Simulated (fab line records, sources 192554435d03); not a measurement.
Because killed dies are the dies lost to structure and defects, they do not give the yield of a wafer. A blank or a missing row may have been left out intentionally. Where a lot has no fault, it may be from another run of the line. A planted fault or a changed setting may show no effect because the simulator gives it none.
A lot that was struck, set against a sound lot ; flow n5Finfet ; 16 steps out of a route of 1938
Sound: wafers L582.1, L582.2, L582.3. Wafers L574.2, L574.4, L574.5 were the ones struck. Last of all comes the cause.
Each step with rows lists, per side, the tool, then ch with its chambers, then its first start. Under that, the readings that differ: sound wafers ; struck wafers ; difference of the means ; sigmas: that difference in standard deviations of wafers without a fault.
alike: same words and numbers on both sides, and readings whose means sit less than 2 such deviations apart. not compared: any withheld reading, any reading some wafer has no value for, any bound like >300 that may hide the same value, and any number with overlapping values for which the record gives no deviation.
Wherever a step has rows on one side only, a row that says differs or no value, or a row with sigmas, the two part there. When numbers do not overlap yet have no deviation, they are printed without sigmas and do not part them. A reading missing from all wafers of one side parts the sides only when that side holds two or more wafers.

first, 10 steps without rows for these wafers: N5_BEOL_M3_DESCUM_33 (chemistry O2, time 7 s); N5_BEOL_M3_ETCH_77 (etches underlayer in N2/H2, target depth 6.5 nm, time 5.2 s); N5_BEOL_M3_ETCH_69 (etches SiARC in CF4, target depth 15.6 nm, time 26 s); N5_BEOL_M3_ALD_98 (deposits SiO2, target thk 2.5 nm, pulse time 1 s, co reactant pulse time 1 s); N5_BEOL_M3_ETCHBACK_99 (etches SiO2 in CHF3, target depth 5 nm, time 10.4 s); N5_BEOL_M3_ETCH_70 (etches SOC in N2/H2, target depth 80 nm, overetch 16 nm, time 120 s); N5_BEOL_M3_STRIP_71 (strips in N2/H2); N5_BEOL_M3_STRIP_78 (strips in N2/H2); N5_BEOL_M3_VIA_ETCH_34 (etches the open film in C4F6/O2, target depth 69.4 nm, time 65.9 s); N5_BEOL_M3_STRIP_83 (strips in C4F6/O2).
N5_BEOL_M3_STRIP_36: strips in N2/H2.
  sound on rieDiel-03 ch 1,2,3, day 11 23:44; struck on rieDiel-03 ch 0,2, day 10 00:28
  no value came back on the struck wafers for any of 9 readings (biasPowerW (W), chamberPressureMTorr (mTorr) and others); on the sound wafers biasPowerW (W) reads 6.955 6.978 6.992
reading;sound;struck;difference;sigmas
model.SOC_of_BEOL_M3_COAT_67.thkNm (nm);0 0 0;51.8 51.4 51.4;+51.5;
model.SiO2_of_BEOL_M3_ALD_98.thkNm (nm);0 0 0;2.6 2.4 2.4;+2.5;
then, 1 step without rows for these wafers: N5_BEOL_M3_TRENCH_ETCH_37 (etches SiOC in C4F6/O2, target depth 55.555 nm, time 29.2 s).
N5_BEOL_M3_ETCH_41: etches SiCN in CH3F/O2, target depth 29.9 nm, time 52.5 s.
  sound on rieDiel-03 ch 1,2,3; struck on rieDiel-03 ch 0,2, day 10 00:32
reading;sound;struck;difference;sigmas
model.SOC_of_BEOL_M3_COAT_67.thkNm (nm);0 0 0;35.8 34.6 34.6;+35.0;
  alike: drypumpMotorCurrentA, oesProductAu, rfVppV, showerheadPlenumPTorr, throttleValvePct
  not compared: rfHoursCounterH
then, 1 step without rows for these wafers: N5_BEOL_M3_STRIP_97 (strips in N2/H2, time 10 s).
N5_BEOL_M4_RC_MEAS_101:
  the record has rows for the sound wafers here (prober-02 ch 0, day 12 17:07) and none for the struck ones
-- here the record skips 5 days between the struck wafers' starts before and after, leaving off in module BEOL_M4 and picking up in module PASSIVATION (first step shown: number 1936 of the route) --
N5_PASSIVATION_PROBE_49:
  sound on prober-01 at day 17 09:50; struck on prober-02 at day 15 05:58
reading;sound;struck;difference;sigmas
defectLimitedYield (%);90.3 91.5;0 0 0;-91;-61
killed_at_M0_to_M3;48 43;1115 1106 1086;+1057;+99 or more
killedDies;115 100;1180 1180 1180;+1072;+63
killedOnRim;13 15;152 152 152;+138;+32
sort_bin_5_function (%);5.4 4.9;96.4 96.2 95.9;+91.0;+96
sortNPass;1065 1080;0 0 0;-1072;-63
sortYieldPct (%);90.3 91.5;0 0 0;-91;-61
  alike: killed_at_M4_up, killedAtContacts, killedAtFrontEnd, killedAtOther, killedOpen, killedShort, sort_bin_6_memory

== WHERE THEY PART ==
At N5_BEOL_M3_STRIP_36 first; at N5_PASSIVATION_PROBE_49 last (within this record only).

WHY: the cause the simulator had injected
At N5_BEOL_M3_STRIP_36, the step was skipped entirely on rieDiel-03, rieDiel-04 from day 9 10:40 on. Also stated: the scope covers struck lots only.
